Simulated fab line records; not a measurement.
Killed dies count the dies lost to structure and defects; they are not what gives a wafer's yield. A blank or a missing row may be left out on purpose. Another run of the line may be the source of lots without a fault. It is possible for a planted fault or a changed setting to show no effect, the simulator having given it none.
Which tool was responsible?	flow n5 finfet	24 lots, 72 wafers sampled, at 3 steps of a route of 1938

WHAT EACH GAUGE READ, for each wafer
N5_FIN_SAQP_CD_MEAS_31: target cd 8 nm.
lot	measured	on	cd nm (nm)
L074	day 2 02:22	cd sem-02	8.40 8.07 8.13
L075	day 2 09:17	cd sem-02	7.94 8.44 8.17
L076	day 2 12:58	cd sem-03	8.43 8.52 8.03
L077	day 2 22:31	cd sem-01	7.78 8.11 8.16
L078	day 3 02:20	cd sem-01	8.23 8.06 7.99
L079	day 3 07:52	cd sem-02	8.12 8.36 8.24
L080	day 3 14:05	cd sem-03	8.15 7.92 8.21
L081	day 3 20:04	cd sem-02	8.25 8.12 8.29
L082	day 4 01:52	cd sem-03	7.99 8.33 8.10
L083	day 4 07:53	cd sem-02	8.26 8.20 7.91
L084	day 4 13:26	cd sem-02	8.03 7.75 7.91
L085	day 4 22:15	cd sem-01	8.34 8.26 7.79
L086	day 5 02:50	cd sem-03	8.10 8.37 8.32
L087	day 5 08:02	cd sem-02	8.06 8.21 8.37
L088	day 5 16:12	cd sem-01	8.04 8.51 7.82
L089	day 5 20:35	cd sem-03	7.92 8.01 8.53
L090	day 6 02:41	cd sem-03	8.17 7.82 8.16
L091	day 6 08:55	cd sem-02	8.21 8.22 7.66
L092	day 6 14:16	cd sem-01	8.21 8.04 8.07
L093	day 6 20:57	cd sem-03	8.10 8.49 7.80
L094	day 7 01:59	cd sem-01	8.06 8.12 8.20
L095	day 7 06:41	cd sem-03	8.43 8.07 7.88
L096	day 7 14:22	cd sem-03	7.83 8.23 8.03
L097	day 7 19:52	cd sem-03	8.58 8.28 8.11

N5_FIN_SAQP_CD_MEAS_37: target cd 8 nm.
lot	measured	on	cd nm (nm)
L074	day 2 02:49	cd sem-01	7.52 8.25 8.10
L075	day 2 09:45	cd sem-03	8.36 8.18 8.32
L076	day 2 13:25	cd sem-02	7.98 8.37 8.33
L077	day 2 23:01	cd sem-02	8.36 7.67 7.92
L078	day 3 02:47	cd sem-03	7.99 7.80 8.13
L079	day 3 08:23	cd sem-03	8.13 7.74 8.18
L080	day 3 14:41	cd sem-02	7.51 8.10 8.18
L081	day 3 20:36	cd sem-03	8.74 7.67 7.93
L082	day 4 02:19	cd sem-02	8.39 8.62 8.45
L083	day 4 08:20	cd sem-01	7.92 7.69 8.45
L084	day 4 13:53	cd sem-01	8.18 7.74 7.71
L085	day 4 22:42	cd sem-02	8.21 8.12 7.99
L086	day 5 03:31	cd sem-02	7.90 8.21 8.23
L087	day 5 08:41	cd sem-03	8.23 7.60 8.09
L088	day 5 16:40	cd sem-02	8.38 8.02 8.58
L089	day 5 21:03	cd sem-02	8.28 7.97 8.42
L090	day 6 03:08	cd sem-02	8.26 7.87 8.30
L091	day 6 09:22	cd sem-02	8.08 8.08 8.20
L092	day 6 14:44	cd sem-01	8.20 8.19 8.56
L093	day 6 21:24	cd sem-01	7.91 8.04 7.81
L094	day 7 02:46	cd sem-02	7.78 8.20 7.80
L095	day 7 07:08	cd sem-03	8.28 7.61 7.79
L096	day 7 14:49	cd sem-03	7.92 8.35 7.86
L097	day 7 20:20	cd sem-03	8.32 8.35 8.26

N5_FIN_CUT_INSPECT_10: inspects for defects (brightfield).
lot	measured	on	raw defect count
L074	day 2 03:20	defect inspect-02	48 61 36
L075	day 2 10:16	defect inspect-01	36 39 37
L076	day 2 14:04	defect inspect-01	26 44 41
L077	day 2 23:32	defect inspect-02	24 55 51
L078	day 3 03:19	defect inspect-01	55 38 60
L079	day 3 08:54	defect inspect-01	32 42 28
L080	day 3 15:20	defect inspect-01	41 55 48
L081	day 3 21:14	defect inspect-01	23 33 33
L082	day 4 02:50	defect inspect-01	41 36 41
L083	day 4 08:51	defect inspect-01	42 35 43
L084	day 4 14:25	defect inspect-01	42 42 57
L085	day 4 23:21	defect inspect-02	33 38 31
L086	day 5 04:02	defect inspect-01	25 32 35
L087	day 5 09:12	defect inspect-01	33 33 57
L088	day 5 17:11	defect inspect-01	42 40 42
L089	day 5 21:34	defect inspect-01	42 34 55
L090	day 6 03:47	defect inspect-02	36 54 43
L091	day 6 09:54	defect inspect-01	30 28 27
L092	day 6 15:15	defect inspect-02	47 34 46
L093	day 6 22:09	defect inspect-02	45 53 20
L094	day 7 03:24	defect inspect-01	41 58 73
L095	day 7 07:40	defect inspect-02	27 32 33
L096	day 7 15:29	defect inspect-01	57 49 36
L097	day 7 20:51	defect inspect-02	40 42 35

TOOL THAT RAN EACH LOT (tool first, then ch and the chambers of the sampled wafers, then the start)
The record shows no process step preceding these readings.

AS READ BY THE TOOLS THEMSELVES (means over the sampled wafers that have a number; for cases with no such wafer, the mark the record gives instead)
The record holds no such reading with a usual standard deviation.

THE ANSWER, worked out from the rows above alone
Rule: what is usual is taken from the lots themselves. Put in order of their means at a reading, lots are off if they are a third of the lots or fewer, leave a main group of 4 or more, and stand apart from it by a gap of 3 or more times the standard deviation of the main group's means; of several such gaps the widest counts. A main group is skipped when, at the precision printed for the reading in the tables above, its means are all equal. Also off: a lot with no number at a reading for which 4 or more lots have one. Where the step has rows for the other lots, those lots are counted as sound. The gauges are gone through in route order, then the tools' own readings, and for those a lot's mean is taken as printed above. The first step at which some lot is off is used, and at that step the reading that is off furthest; a lot without a number counts as furthest.
Nothing can be told from this: no lot is off at any reading shown.

WHAT WAS PUT IN BY THE SIMULATOR
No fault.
